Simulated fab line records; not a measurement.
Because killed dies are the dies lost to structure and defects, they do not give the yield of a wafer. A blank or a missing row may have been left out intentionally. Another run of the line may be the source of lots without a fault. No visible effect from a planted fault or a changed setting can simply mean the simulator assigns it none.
Split-lot study + flow n5_finfet + on a route of 1938 steps: 7 lots, 39 wafers read

== ABOUT THE SPLIT ==
At N5_BEOL_M0_SAQP_SPACER2_ALD_26 (deposits SiO2, target thk 15 nm, pulse time 1 s, purge time 2 s), the setting target_thk_a was moved away from the recipe's 150 angstrom on 15 of the 39 wafers read, by -47.1% to +46.3%. The other wafers ran this setting at the recipe's value.

== FROM THE SPLIT TO THE READING: what the file shows between them, 2 steps ==
- N5_BEOL_M0_SAQP_SPACER2_ETCHBACK_27: etches SiO2 in CHF3/O2, target depth 22.5 nm, time 11.25 s
- N5_BEOL_M0_SAQP_MANDREL2_REMOVE_110: chemistry HBr/Cl2/O2, target a-Si, stops on SiCN, bt time 10 s

== THE READING ==
cd_nm at N5_BEOL_M0_SAQP_CD_MEAS_29, given in nm (cd target 14.4 nm). On this fab line, fault-free wafers typically give 15.05 nm with a standard deviation of 0.25 nm.

| wafer  | tool, chamber at the split | target_thk_a as run, angstrom | against the recipe | cd_nm, nm | against lot-mates on the recipe |
|--------|----------------------------|-------------------------------|--------------------|-----------|---------------------------------|
| L079.1 | ald_sin-04, 2,3,0          | 150                           | recipe             | 14.77     | -                               |
| L079.2 | ald_sin-04, 2,3,0          | 150                           | recipe             | 14.88     | -                               |
| L079.3 | ald_sin-04, 2,3,0          | 150                           | recipe             | 15.20     | -                               |
| L079.4 | ald_sin-04, 1              | 195                           | +30.0%             | 19.59     | +4.64                           |
| L079.5 | ald_sin-04, 3,2            | 195                           | +30.0%             | 19.32     | +4.37                           |
| L079.6 | ald_sin-04, 3,2            | 195                           | +30.0%             | 19.58     | +4.63                           |
| L080.1 | ald_sin-02, 2,3            | 100.6                         | -32.9%             | 9.83      | -5.14                           |
| L080.2 | ald_sin-02, 1              | 150                           | recipe             | 14.83     | -                               |
| L080.3 | ald_sin-02, 3,0            | 150                           | recipe             | 15.06     | -                               |
| L080.4 | ald_sin-02, 3,0            | 150                           | recipe             | 15.01     | -                               |
| L080.5 | ald_sin-02, 0              | 100.6                         | -32.9%             | 10.43     | -4.54                           |
| L080.6 | ald_sin-02, 2,3            | 100.6                         | -32.9%             | 10.15     | -4.82                           |
| L082.1 | ald_sin-03, 0              | 79.34                         | -47.1%             | 8.21      | -6.70                           |
| L082.2 | ald_sin-03, 3,2,2          | 150                           | recipe             | 15.21     | -                               |
| L082.3 | ald_sin-03, 3,2,2          | 150                           | recipe             | 14.90     | -                               |
| L082.4 | ald_sin-03, 1              | 79.34                         | -47.1%             | 7.57      | -7.34                           |
| L082.5 | ald_sin-03, 1              | 79.34                         | -47.1%             | 7.85      | -7.06                           |
| L082.6 | ald_sin-03, 3,2,2          | 150                           | recipe             | 14.61     | -                               |
| L086.1 | ald_sin-04, 2,0,0          | 150                           | recipe             | 14.47     | -                               |
| L086.2 | ald_sin-04, 2,0,0          | 150                           | recipe             | 14.84     | -                               |
| L086.3 | ald_sin-04, 3,1,1          | 219.4                         | +46.3%             | 22.12     | +7.31                           |
| L086.4 | ald_sin-04, 3,1,1          | 219.4                         | +46.3%             | 21.96     | +7.15                           |
| L086.5 | ald_sin-04, 3,1,1          | 219.4                         | +46.3%             | 21.88     | +7.07                           |
| L086.6 | ald_sin-04, 2,0,0          | 150                           | recipe             | 15.11     | -                               |
| L087.1 | ald_sin-04, 1,2            | 109.3                         | -27.1%             | 10.91     | -4.17                           |
| L087.2 | ald_sin-04, 3,2,1          | 150                           | recipe             | 15.07     | -                               |
| L087.3 | ald_sin-04, 0              | 109.3                         | -27.1%             | 10.53     | -4.55                           |
| L087.4 | ald_sin-04, 1,2            | 109.3                         | -27.1%             | 11.02     | -4.06                           |
| L087.5 | ald_sin-04, 3,2,1          | 150                           | recipe             | 14.90     | -                               |
| L087.6 | ald_sin-04, 3,2,1          | 150                           | recipe             | 15.28     | -                               |
| L088.1 | ald_sin-04, 0,1,3,2,2,1    | 150                           | recipe             | 14.91     | -                               |
| L088.2 | ald_sin-04, 0,1,3,2,2,1    | 150                           | recipe             | 15.06     | -                               |
| L088.3 | ald_sin-04, 0,1,3,2,2,1    | 150                           | recipe             | 14.82     | -                               |
| L088.4 | ald_sin-04, 0,1,3,2,2,1    | 150                           | recipe             | 14.93     | -                               |
| L088.5 | ald_sin-04, 0,1,3,2,2,1    | 150                           | recipe             | 14.57     | -                               |
| L088.6 | ald_sin-04, 0,1,3,2,2,1    | 150                           | recipe             | 15.00     | -                               |
| L096.1 | ald_sin-02, 2,1,3          | 150                           | recipe             | 15.39     | -                               |
| L096.3 | ald_sin-02, 2,1,3          | 150                           | recipe             | 15.21     | -                               |
| L096.6 | ald_sin-02, 2,1,3          | 150                           | recipe             | 15.27     | -                               |
The file does not say which wafer passed through which chamber wherever a row lists several chambers: such a row stands for several wafers.

FIT RESULTS
A straight line over all 39 wafers: cd_nm changes by +0.151 nm for each +1% of target_thk_a; r = +1.00; the points scatter about the line by 0.23 nm.
The same after taking each lot's own level away (the mean of its wafers on the recipe; 39 wafers): +0.152 nm for each +1%; r = +1.00; scatter 0.21 nm.
According to that fit, moving target_thk_a by its largest amount changes the reading by 7.2 nm.
The span of the lots' own levels, 14.807 to 15.290 nm, comes to 1.9 times the standard deviation stated above.
The two slopes agree, so the slope changes little with the lot-to-lot level.
Check: with one of the wafers moved furthest among these (-47.1%) left out of the fit, the line predicts -7.19 nm for it against its lot-mates. It came out at -6.7 nm against them.

== THE WHOLE CHAIN: every reading that the file lists as answering this split, in the file's order ==
| step                                | what it does                                                            | reading                                                                                     | change (the file's fit)                | r (the file's) |
|-------------------------------------|-------------------------------------------------------------------------|---------------------------------------------------------------------------------------------|----------------------------------------|----------------|
| N5_BEOL_M0_SAQP_SPACER2_ALD_26      | deposits SiO2, target thk 15 nm, pulse time 1 s, purge time 2 s         | SiO2_of_BEOL_M0_SAQP_SPACER2_ALD_26.thk_nm (the simulator's own value, which no gauge read) | +0.15 nm for each +1% of the setting   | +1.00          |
| N5_BEOL_M0_SAQP_MANDREL2_REMOVE_110 | chemistry HBr/Cl2/O2, target a-Si, stops on SiCN, bt time 10 s          | BEOL_M0_SAQP.cd_nm (the simulator's own value, which no gauge read)                         | +0.151 nm for each +1% of the setting  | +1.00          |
| N5_BEOL_M0_SAQP_CD_MEAS_29          | target cd 14.4 nm                                                       | cd_nm                                                                                       | +0.152 nm for each +1% of the setting  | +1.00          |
| N5_BEOL_M0_CUTY_ETCH_63             | etches SOC in N2/H2, target depth 82.7 nm, overetch 16.5 nm, time 124 s | SiO2_of_BEOL_M0_SAQP_SPACER2_ALD_26.thk_nm (the simulator's own value, which no gauge read) | +0.137 nm for each +1% of the setting  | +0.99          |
| N5_BEOL_M0_ETCH_138                 | etches SiCN in CH3F/O2, target depth 12 nm, time 31.6 s                 | SiO2_of_BEOL_M0_SAQP_SPACER2_ALD_26.thk_nm (the simulator's own value, which no gauge read) | +0.125 nm for each +1% of the setting  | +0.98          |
| N5_BEOL_M0_HM_OPEN_105              | chemistry Cl2/BCl3, target TiN, target depth 12 nm                      | SiO2_of_BEOL_M0_SAQP_SPACER2_ALD_26.thk_nm (the simulator's own value, which no gauge read) | +0.0977 nm for each +1% of the setting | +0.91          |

== FILE'S OWN FIT ==
cd_nm changes by +0.152 nm for each +1% of target_thk_a, r = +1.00.
